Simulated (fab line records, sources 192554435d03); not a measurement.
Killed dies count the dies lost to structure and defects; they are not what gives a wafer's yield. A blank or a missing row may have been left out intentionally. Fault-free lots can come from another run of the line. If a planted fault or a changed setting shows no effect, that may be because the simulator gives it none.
fab line records    flow n5Finfet    part 2 of 2: steps 19 to 27 of 27
record: lots: 5  wafers: 15  lastDay: 20
route steps=1938 shown BEOL_M3@944
lots with no fault: from the same line, run without faults
startH: hours from the record's first day to the start of the lot's first wafer shown    waitH: time in hours since the lot's previous step    " identical to the entry in the row above    L1.1+2: several wafers, shown together as one row    - value missing, or start not given    * or withheld: withheld    < > ~ a bound
route shown NAME@n: NAME is a module with steps in the file, n the number in the route of the first one    usual: the fault-free wafers' mean and standard deviation    same: alike in all rows    chamber/n: place in a boat    sites: per-site readings    _std_site: their standard deviation    _edge_site: mean of outer sites minus mean of inner sites    radiusMm: for every site, how far away it sits from the centre of the wafer    mask NAME#n: copy n    behind: the last tool/chamber to shape the wafer    hold: why the lot went on hold/how many hours it stayed there/how the hold came to an end    device: transistor that didn't switch, given as n, p or np    end of line: the route-end tests of the same wafers    for a step that has no rows: nothing shown but its recipe    killed: dies lost to structure and defects at the first sort, not the wafer's yield    map: shows each die of a wafer: x if killed, . if not, _ if none is there
set.NAME: the run value of the setting; set.NAME@STEP: its run value at that earlier step    model.NAME: the simulator's own value behind a step, which no gauge read
a table for each step, a row for each wafer; lots at some steps of the route
services: when a tool's chamber went out of use (startH, in hours from the record's first day, below 0 if earlier), for how many hours, and the reason
== steps ==
step: N5_BEOL_M3_SOFTBAKE_23
recipe: tempC: 110  timeS: 60  resist: CAR-EUV
usual: resistLineTempC: 23.01/0.1
lot.wafer  tool           chamber  startH  waitH  resistLineTempC
L075.1     lithoTrack-02  0        -       -      23.10
L075.2     "              0        "       "      23.16
L075.4     "              0        "       "      23.11
L078.2     lithoTrack-01  0        -       -      22.99
L078.4     "              0        "       "      22.89
L078.5     "              0        "       "      22.92
L082.1     lithoTrack-03  0        -       -      22.92
L082.3     "              0        "       "      23.09
L082.6     "              0        "       "      23.03
L089.3     lithoTrack-02  0        -       -      22.86
L089.4     "              0        "       "      22.86
L089.5     "              0        "       "      22.95
L095.1     lithoTrack-02  0        -       -      23.01
L095.3     "              0        "       "      22.90
L095.6     "              0        "       "      22.94
step: N5_BEOL_M3_EXPOSE_25
recipe: maskId: V2  na: 0.33  sourceShape: quasar  sigmaInner: 0.2  sigmaOuter: 0.8  polarization: unpolarized  defocusNm: 5  doseMj: 63
lot.wafer   tool           chamber  startH  waitH  mask
L075.1+2+4  euvScanner-01  0        176.92  -      V2#0
L078.2+4+5  euvScanner-01  0        185.96  -      V2#0
L082.1+3+6  euvScanner-01  0        210.73  -      V2#0
L089.3+4+5  euvScanner-02  0        258.51  -      V2#0
L095.1+3+6  euvScanner-02  0        296.95  -      V2#0
step: N5_BEOL_M3_PEB_26
recipe: pebTempC: 100  pebTimeS: 60  resist: CAR-EUV
usual: resistLineTempC: 23.02/0.11
lot.wafer  tool           chamber  startH  waitH  resistLineTempC
L075.1     lithoTrack-03  0        177.00  0.1    22.97
L075.2     "              0        "       "      23.08
L075.4     "              0        "       "      23.00
L078.2     lithoTrack-02  0        186.03  0.1    22.93
L078.4     "              0        "       "      23.02
L078.5     "              0        "       "      23.07
L082.1     lithoTrack-02  0        210.81  0.1    22.93
L082.3     "              0        "       "      23.22
L082.6     "              0        "       "      23.18
L089.3     lithoTrack-02  0        258.57  0.1    22.92
L089.4     "              0        "       "      22.96
L089.5     "              0        "       "      23.03
L095.1     lithoTrack-03  0        297.03  0.1    22.92
L095.3     "              0        "       "      22.97
L095.6     "              0        "       "      23.03
step: N5_BEOL_M3_DEVELOP_27
recipe: developTimeS: 30  developer: TMAH  resist: CAR-EUV  rinseLiquid: surfactantRinse  dry: airSpin  devTempC: 23
usual: resistLineTempC: 23.00/0.1
lot.wafer  tool           chamber  startH  waitH  resistLineTempC
L075.1     lithoTrack-03  0        -       -      23.06
L075.2     "              0        "       "      23.10
L075.4     "              0        "       "      23.16
L078.2     lithoTrack-02  0        -       -      22.97
L078.4     "              0        "       "      23.18
L078.5     "              0        "       "      23.02
L082.1     lithoTrack-02  0        -       -      22.86
L082.3     "              0        "       "      22.91
L082.6     "              0        "       "      22.97
L089.3     lithoTrack-02  0        -       -      23.00
L089.4     "              0        "       "      22.98
L089.5     "              0        "       "      23.07
L095.1     lithoTrack-03  0        -       -      22.84
L095.3     "              0        "       "      22.91
L095.6     "              0        "       "      22.93
step: N5_BEOL_M3_CD_MEAS_28
recipe: targetCdNm: 25.7  landingEnergyEv: 500  detector: seInlens  targetCdYNm: 23.3  polarity: opening
usual: cdNm: 25.67/0.27
lot.wafer  tool      chamber  startH  waitH  cdNm
L075.1     cdSem-03  0        177.06  -      25.95
L075.2     "         0        "       "      25.77
L075.4     "         0        "       "      25.76
L078.2     cdSem-02  0        186.09  -      25.80
L078.4     "         0        "       "      25.82
L078.5     "         0        "       "      26.07
L082.1     cdSem-03  0        210.88  -      25.48
L082.3     "         0        "       "      26.03
L082.6     "         0        "       "      25.82
L089.3     cdSem-01  0        258.64  -      25.55
L089.4     "         0        "       "      25.73
L089.5     "         0        "       "      25.91
L095.1     cdSem-02  0        297.10  -      25.32
L095.3     "         0        "       "      25.92
L095.6     "         0        "       "      25.63
step: N5_BEOL_M3_OVL_MEAS_29
recipe: pointsPerWafer: 522
usual: V2_OVL: 0.1/0.61
lot.wafer  tool        chamber  startH  waitH  V2_OVL[nm]
L075.1     overlay-02  0        177.09  0.0    0.4
L075.2     "           0        "       "      -1.0
L075.4     "           0        "       "      -0.5
L078.2     overlay-01  0        186.13  0.0    -0.5
L078.4     "           0        "       "      0.1
L078.5     "           0        "       "      0.2
L082.1     overlay-02  0        210.91  0.0    1.0
L082.3     "           0        "       "      0.9
L082.6     "           0        "       "      0.3
L089.3     overlay-02  0        258.68  0.0    0.3
L089.4     "           0        "       "      0.4
L089.5     "           0        "       "      0.8
L095.1     overlay-02  0        297.13  0.0    0.0
L095.3     "           0        "       "      1.0
L095.6     "           0        "       "      0.1
step: N5_BEOL_M3_INSPECT_30
recipe: mode: adi  inspectInstrument: brightfield
usual: rawDefectCount: 407/92
lot.wafer  tool              chamber  startH  waitH  rawDefectCount
L075.1     defectInspect-02  -        177.17  0.1    452
L075.2     "                 -        "       "      507
L075.4     "                 -        "       "      382
L078.2     defectInspect-02  -        186.18  0.0    354
L078.4     "                 -        "       "      378
L078.5     "                 -        "       "      504
L082.1     defectInspect-02  -        210.97  0.1    431
L082.3     "                 -        "       "      309
L082.6     "                 -        "       "      335
L089.3     defectInspect-02  -        258.72  0.0    455
L089.4     "                 -        "       "      565
L089.5     "                 -        "       "      439
L095.1     defectInspect-01  -        297.18  0.1    342
L095.3     "                 -        "       "      406
L095.6     "                 -        "       "      311
step: N5_BEOL_M3_DESCUM_33
recipe: chemistry: O2  timeS: 7  sourcePowerW: 50  biasPowerW: 20  pressureMtorr: 20  rfFrequencyHz: 2.712e+07  tempC: 40  resist: CAR-EUV  o2FlowSccm: 225
usual: drypumpMotorCurrentA: 5.6/0.34  oesProductAu: 0.78/0.069  rfVppV: 243.0/1.5  showerheadPlenumPTorr: 2.09/0.078  throttleValvePct: 20.46/0.18
lot.wafer  tool        chamber  startH  waitH  drypumpMotorCurrentA  oesProductAu  rfHoursCounterH  rfVppV  showerheadPlenumPTorr  throttleValvePct
L075.1     rieDiel-03  1        177.20  0.0    6.5                   0.77          152              243.7   2.13                   20.66
L075.2     "           0        "       "      6.0                   0.88          33               244.7   2.14                   20.35
L075.4     "           3        "       "      4.9                   0.75          175              245.3   2.17                   20.74
L078.2     rieDiel-03  1        186.21  0.0    6.5                   0.76          154              241.6   2.12                   20.66
L078.4     "           3        "       "      4.9                   0.74          177              245.0   2.17                   20.73
L078.5     "           3        "       "      4.9                   0.74          -                244.9   2.17                   20.73
L082.1     rieDiel-03  0        211.01  0.0    6.0                   0.87          42               242.7   2.13                   20.38
L082.3     "           2        "       "      5.4                   0.68          226              243.1   2.18                   20.80
L082.6     "           0        "       "      6.0                   0.87          -                245.0   2.13                   20.37
L089.3     rieDiel-02  1        258.76  0.0    5.4                   0.82          88               244.2   2.20                   20.17
L089.4     "           3        "       "      5.7                   0.73          219              241.2   1.95                   20.40
L089.5     "           0        "       "      5.5                   0.79          -                241.7   2.02                   20.31
L095.1     rieDiel-06  1        297.22  0.0    5.4                   0.83          95               242.1   2.10                   20.44
L095.3     "           0        "       "      5.5                   0.87          49               242.3   2.07                   20.35
L095.6     "           1        "       "      5.4                   0.82          -                243.6   2.10                   20.43
step: N5_BEOL_M3_ETCH_77
recipe: chemistry: N2/H2  target: underlayer  targetDepthA: 65  maskMaterial: CAR-EUV  timeS: 5.2  ionEnergyEv: 200  pressureMtorr: 30  sourceW: 840  biasW: 150  n2FlowSccm: 200  h2FlowSccm: 200  ends: cleared
usual: drypumpMotorCurrentA: 5.6/0.34  etchRfOnTimeS: 5.20/0.23  oesProductAu: 0.67/0.056  rfVppV: 523.5/2.8  showerheadPlenumPTorr: 2.53/0.09  throttleValvePct: 17.84/0.19
lot.wafer  tool        chamber  startH  waitH  drypumpMotorCurrentA  etchRfOnTimeS  oesProductAu  rfHoursCounterH  rfVppV  showerheadPlenumPTorr  throttleValvePct
L075.1     rieDiel-03  1        177.23  0.0    6.5                   5.23           0.66          152              525.1   2.53                   17.70
L075.2     "           0        "       "      6.0                   5.50           0.73          33               524.0   2.63                   18.04
L075.4     "           3        "       "      4.9                   4.99           0.66          175              526.4   2.64                   18.24
L078.2     rieDiel-03  1        186.25  0.0    6.5                   5.35           0.65          154              522.5   2.53                   17.73
L078.4     "           3        "       "      5.0                   5.10           0.65          177              525.4   2.64                   18.25
L078.5     "           3        "       "      4.9                   5.11           0.65          -                526.4   2.64                   18.28
L082.1     rieDiel-03  0        211.04  0.0    6.0                   5.54           0.73          42               524.6   2.62                   18.05
L082.3     "           2        "       "      5.4                   5.10           0.60          226              527.0   2.61                   17.95
L082.6     "           0        "       "      6.0                   5.45           0.72          -                525.4   2.63                   18.05
L089.3     rieDiel-02  1        258.79  0.0    5.4                   4.93           0.72          88               527.4   2.67                   17.61
L089.4     "           3        "       "      5.6                   5.61           0.59          219              518.4   2.40                   17.94
L089.5     "           0        "       "      5.5                   5.38           0.66          -                521.1   2.47                   17.89
L095.1     rieDiel-06  1        297.25  0.0    5.4                   5.17           0.70          95               522.7   2.55                   17.69
L095.3     "           0        "       "      5.5                   5.13           0.76          49               524.5   2.48                   17.52
L095.6     "           1        "       "      5.4                   5.13           0.69          -                524.7   2.55                   17.67
== services ==
tool           chamber  startH  hours  kind
euvScanner-02  -        153.68  1.0    pm
rieDiel-02     2        162.48  6.6    repair
rieDiel-06     3        163.11  4.1    repair
euvScanner-01  -        169.38  1.0    pm
rieMetal-01    -        193.38  14.6   pm
rieMetal-03    1        198.13  8.4    repair
rieDiel-03     3        200.07  23.7   repair
euvScanner-02  -        209.83  1.0    pm
euvScanner-01  0        216.25  -      calibration
rieDiel-03     2        220.43  3.6    repair
rieMetal-02    1        225.03  36.0   repair
euvScanner-01  -        225.53  1.0    pm
rieDiel-02     3        230.01  2.4    repair
rieDiel-02     0        252.10  6.5    repair
rieMetal-03    -        256.49  1.2    repair
euvScanner-02  -        259.35  4.0    repair
euvScanner-02  -        263.37  4.6    pm
euvScanner-01  -        272.72  2.7    repair
euvScanner-01  -        281.68  1.0    pm
rieDiel-03     2        285.40  -      clean
rieDiel-03     2        285.40  -      consumableReplace:focusRing
rieDiel-03     2        285.40  16.3   scheduledDown
rieDiel-03     2        285.40  16.3   ventCycle
euvScanner-01  -        292.69  4.6    pm
